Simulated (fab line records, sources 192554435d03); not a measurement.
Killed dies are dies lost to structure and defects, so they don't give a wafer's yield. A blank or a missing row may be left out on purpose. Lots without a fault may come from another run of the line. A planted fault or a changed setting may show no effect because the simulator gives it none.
A struck lot beside a sound one | flow n5_finfet | 37 steps out of a route of 1938
Sound: wafers L383.4, L383.5, L383.6. Struck: wafers L380.1, L380.2. The cause comes at the end.
At each step with rows: each side's tool, then ch and its chambers, then its first start. Under that, the readings that differ: sound wafers | struck wafers | difference of the means | sigmas: that difference in standard deviations of wafers without a fault.
alike: readings whose means differ by less than 2 such deviations, and words and numbers that are the same on both sides. not compared: withheld readings, readings that some wafer has no value for, bounds like >300 that may hide the same value, and numbers for which the record gives no deviation and whose values overlap.
The two part at a step that has a row with sigmas, a row that says differs or no value, or rows on one side only. Numbers that don't overlap but have no deviation are shown without sigmas and don't part them. A reading that every wafer of one side lacks parts them only if that side has two wafers or more.

first, 9 steps without rows for these wafers: N5_MOL_CONTACT_COAG_COAT_02 (resist thk 30 nm); N5_MOL_CONTACT_COAG_EBR_04; N5_MOL_CONTACT_COAG_SOFTBAKE_03 (time 60 s); N5_MOL_CONTACT_COAG_EXPOSE_05 (exposes mask CA, defocus 0 nm); N5_MOL_CONTACT_COAG_PEB_06 (peb time 60 s); N5_MOL_CONTACT_COAG_DEVELOP_07 (develop time 30 s); N5_MOL_CONTACT_COAG_DESCUM_13 (chemistry O2, time 7 s); N5_MOL_CONTACT_COAG_ETCH_59 (etches underlayer in N2/H2, target depth 13 nm, time 10.4 s); N5_MOL_CONTACT_COAG_ETCH_105 (etches SiARC in CF4, target depth 15.6 nm, time 26 s).
N5_MOL_CONTACT_COAG_ETCH_106: etches SOC in N2/H2, target depth 80 nm, overetch 16 nm, time 120 s.
  sound on rie_diel-03 ch 0,1, day 8 19:32; struck on rie_diel-01 ch 0,2, day 7 21:40
  reading                                              | sound             | struck      | difference | sigmas
  oes_product_au (a.u.)                                | 0.84 0.86 0.84    | 0.73 0.62   | -0.17      | -2
  model.etch.depth_nm (nm)                             | 80.28 80.08 80.16 | 77.84 75.16 | -3.67      |
  model.SiARC_of_MOL_CONTACT_COAG_COAT_104.thk_nm (nm) | 6.2 6.2 6.2       | 7.4 7.6     | +1.3       |
  model.MOL_CONTACT_COAG.cd_offset_nm (nm)             | 0.2 0.2 0.2       | -0.4 -0.4   | -0.6       |
  alike: bias_w, drypump_motor_current_A, rf_vpp_V, showerhead_plenum_p_Torr, throttle_valve_pct
  not compared: rf_hours_counter_h
then, 5 steps without rows for these wafers: N5_MOL_CONTACT_COAG_STRIP_107 (strips in N2/H2); N5_MOL_CONTACT_COAG_STRIP_108 (strips in N2/H2); N5_MOL_CONTACT_COAG_CONTACT_ETCH_14 (etches SiO2 in C4F6/O2, target depth 27.5 nm, overetch 8.5 nm, time 20 s); N5_MOL_CONTACT_COAG_STRIP_109 (strips in C4F6/O2); N5_MOL_CONTACT_COAG_ETCH_15 (etches SiNx in CH3F/O2, stops on Si:P, target depth 7 nm).
N5_MOL_CONTACT_COAG_ETCH_110: etches Si in CF4/O2, target depth 2.5 nm, time 8 s.
  sound on rie_diel-03 ch 0,1, day 8 19:44; struck on rie_diel-01 ch 0,2, day 7 21:52
  reading                                  | sound          | struck    | difference | sigmas
  oes_product_au (a.u.)                    | 0.94 0.96 0.93 | 0.83 0.70 | -0.18      | -2
  model.MOL_CONTACT_COAG.cd_offset_nm (nm) | 0.4 0.2 0.2    | -0.4 -0.4 | -0.7       |
  alike: bias_w, drypump_motor_current_A, rf_vpp_V, showerhead_plenum_p_Torr, throttle_valve_pct
  not compared: rf_hours_counter_h
then, 19 steps without rows for these wafers: N5_MOL_CONTACT_COAG_STRIP_98 (strips in N2/H2); N5_MOL_CONTACT_COAG_IMPLANT_129; N5_MOL_CONTACT_COAG_PRECLEAN_111 (cleans in NF3:NH3, afs cycles 1, time 20 s, sublimation time 60 s); N5_MOL_CONTACT_COAG_TI_SIL_19 (material Ti, target thk 4.2 nm, time 15 s); N5_MOL_CONTACT_COAG_ALD_20 (deposits TiN, target thk 1.5 nm, pulse time 1 s, purge time 3 s); N5_MOL_CONTACT_COAG_SIL_ANNEAL_21 (time 60 s); N5_MOL_CONTACT_COAG_PRE_CLEAN_141 (time 60 s); N5_MOL_CONTACT_COAG_SPUTTER_143 (material Co, target thk 2.5 nm); N5_MOL_CONTACT_COAG_CO_FILL_22 (material Co, precursor CCTBA/H2, target thk 20 nm); N5_MOL_CONTACT_COAG_ANNEAL_113 (time 300 s); N5_MOL_CONTACT_COAG_PRE_CLEAN_142 (time 60 s); N5_MOL_CONTACT_COAG_SPUTTER_130 (material Co, target thk 47.5 nm); N5_MOL_CONTACT_COAG_PRECLEAN_125 (cleans in DIW, time 57.5 s); N5_MOL_CONTACT_COAG_SRD_126 (dry time 32 s); N5_MOL_CONTACT_COAG_CMP_23 (polishes, stops on SiO2, t overpolish 1.5 s, target thk 0 nm); N5_MOL_CONTACT_COAG_WET_ETCH_26 (target Co, target depth 13 nm); N5_MOL_CONTACT_COAG_WET_ETCH_116 (etches the open film in SC1-inhibited, target depth 4.6 nm, rinse time 30 s); N5_MOL_CONTACT_COAG_ALD_27 (deposits SiOC, target thk 17 nm, pulse time 1.5 s, time 2720 s); N5_MOL_CONTACT_COAG_CMP_28 (polishes, stops on SiNx, t overpolish 0.85 s, target thk 14.522 nm).
-- the record jumps here: 4 days lie between the struck wafers' starts before and after (it left off in module MOL_CONTACT_COAG and takes up again in module BEOL_M4, whose first step shown is number 1111 of the route) --
N5_BEOL_M4_RC_MEAS_101:
  sound on prober-01 ch 0, day 12 14:20; struck on prober-02 ch 0, day 11 22:21
  not compared: device, DIBL_N, DIBL_P, IOFF_N, IOFF_P, ION_N, ION_P, SS_N, SS_P, VT_N, VT_P
-- the record jumps here: 5 days lie between the struck wafers' starts before and after (it left off in module BEOL_M4 and takes up again in module PASSIVATION, whose first step shown is number 1936 of the route) --
N5_PASSIVATION_PROBE_49:
  the record has rows for the struck wafers here (prober-01, day 16 16:23) and none for the sound ones

WHERE THEY PART
First at N5_MOL_CONTACT_COAG_ETCH_106; last, within this record, at N5_PASSIVATION_PROBE_49.

WHY: what the simulator had put in
Process parameter drift: rie_diel-01, from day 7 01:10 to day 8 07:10, at N5_MOL_CONTACT_COAG_ETCH_106. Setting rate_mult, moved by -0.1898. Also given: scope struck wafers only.
